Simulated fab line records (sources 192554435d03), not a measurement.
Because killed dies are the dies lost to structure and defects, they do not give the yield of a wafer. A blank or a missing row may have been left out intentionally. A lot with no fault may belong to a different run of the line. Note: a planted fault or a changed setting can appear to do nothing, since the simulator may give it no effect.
One fault seen from 2 desks ; flow n5Finfet ; only its own numbers are on each desk; what lay behind them is given at the end

## AT THE TOOL OWNER'S DESK: rieDiel-02
The tool's own readings at N5_PASSIVATION_VIA_ETCH_13 (etches SiO2 in CHF3/O2, target depth 660 nm, time 330 s): means of the sampled wafers that have a number, for each lot that ran on this tool. Any lot whose mean is over 4 standard deviations away from the usual mean is out of limits and marked OUT; that distance is given in the brackets.
Columns: A = drypumpMotorCurrentA at N5_PASSIVATION_VIA_ETCH_13, usual 5.8 A; B = etchRfOnTimeS at N5_PASSIVATION_VIA_ETCH_13, usual 236 s; C = oesProductAu at N5_PASSIVATION_VIA_ETCH_13, usual 0.72 a.u.; D = rfVppV at N5_PASSIVATION_VIA_ETCH_13, usual 530 V; E = showerheadPlenumPTorr at N5_PASSIVATION_VIA_ETCH_13, usual 2.44 Torr; F = throttleValvePct at N5_PASSIVATION_VIA_ETCH_13, usual 18.92 %
lot;first seen here;A;B;C;D;E;F
L795;day 13 13:04;5.8;236;0.79;529;2.49;18.63
L796;day 14 01:08;5.6;232;0.80;530;2.45;18.64
L804;day 16 02:37;5.6;234;0.77;529;2.44;18.66
L808;day 16 18:41;6.1;268 (+4.8) OUT;0.68;529;2.50;18.64
L809;day 16 21:31;6.1;269 (+4.9) OUT;0.71;528;2.49;18.58
This desk's finding: out of limits on L808, L809; first on L808, day 16 18:41 (etchRfOnTimeS at N5_PASSIVATION_VIA_ETCH_13). Within limits: L795, L796, L804.

## AT THE METROLOGY DESK
Lot by lot, what the gauges showed, no matter which tool ran the lot: averages of those sampled wafers that carry a number. Any lot whose mean is over 4 standard deviations away from the usual mean is out of limits and marked OUT; that distance is given in the brackets.
Columns: A = TV_OVL at N5_PASSIVATION_OVL_MEAS_60, usual 2 nm
lot;first seen here;A
L794;day 12 21:16;-11
L795;day 13 12:32;3
L796;day 14 00:55;-4
L800;day 15 11:16;7
L802;day 15 13:31;6
L804;day 16 02:06;5
L808;day 16 18:16;6
L809;day 16 21:16;1
L811;day 17 12:05;5
L813;day 18 09:07;2
L814;day 18 12:14;5
This desk's finding: nothing out of limits on any of the 11 lots.

## TAKEN TOGETHER
On L808, L809, at day 16 18:41, an alarm was possible from the tool owner's desk.
At the metrology desk, nothing out of limits was observed.
The metrology desk has L808, L809 on record, within its limits.
The lots listed all ran N5_PASSIVATION_VIA_ETCH_13 on rieDiel-02.

## WHAT THE SIMULATOR PUT IN
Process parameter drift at N5_PASSIVATION_VIA_ETCH_13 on rieDiel-02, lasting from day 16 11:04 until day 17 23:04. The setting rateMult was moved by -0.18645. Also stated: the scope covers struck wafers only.
Shown lots that were struck: L808, L809.
Time in hours from fault onset to the first out-of-limits reading at each desk: the tool owner's desk, 8.
